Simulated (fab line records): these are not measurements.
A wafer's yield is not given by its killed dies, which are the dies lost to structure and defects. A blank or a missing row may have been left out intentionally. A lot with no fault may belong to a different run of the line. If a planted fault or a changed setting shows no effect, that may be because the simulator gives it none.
Chamber matching    flow nand_harc    4 sister chambers for NHARC_A_CHANNEL_FILL_D1_ETCHBACK_20 on rie_diel-10
The step etches the open film in C4F8/O2/Ar, target depth 27 nm, time 13.5 s. 8 wafers are shown with their chamber, then 7 later ones without.

== WAFERS PAIRED WITH THEIR CHAMBERS ==
wafer   chamber  rf_vpp_V (V)  rf_fwd_power_W (W)
L228.2  2        976           584.9
L237.5  3        976           587.7
L237.6  0        978           590.3
L240.3  1        982           589.3
L240.4  3        977           589.4
L240.5  0        979           590.2
L238.3  1        982           583.3
L238.4  2        977           583.4

== WAFERS WHOSE CHAMBER IS MISSING ==
wafer   rf_vpp_V (V)  rf_fwd_power_W (W)
L238.5  978           587.5
L241.3  980           587.6
L241.4  979           586.3
L241.6  982           585.9
L244.1  979           587.1
L244.3  975           581.1
L244.4  978           587.3

== EACH ONE'S CHAMBER ==
wafer    from the rows above            in truth
L238.5   can't be placed: 0 or 3 or 2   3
L241.3   can't be placed: 0 or 1        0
L241.4   0                              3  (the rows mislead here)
L241.6   1                              1
L244.1   0                              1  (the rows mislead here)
L244.3   can't be placed: 2 or 3        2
L244.4   can't be placed: 0 or 3 or 2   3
Placed correctly: 1 of 7. These rows do not allow placing 4 (true chamber among the candidates in 4). 2 placed wrongly.
How it was worked out, from the rows above alone: a wafer's distance from a chamber is the root of the sum, over the readings, of the square of ((its reading less the chamber's mean) divided by the reading's scatter). If the next closest chamber is less than 2 further off than the closest, the wafer can't be placed; otherwise it belongs to the closest. Each chamber's mean is taken over the wafers shown for it. How the scatter is found: for the shown wafers, subtract from each reading the mean of its chamber, square and add these, divide the total by (wafers less chambers), then take the root.
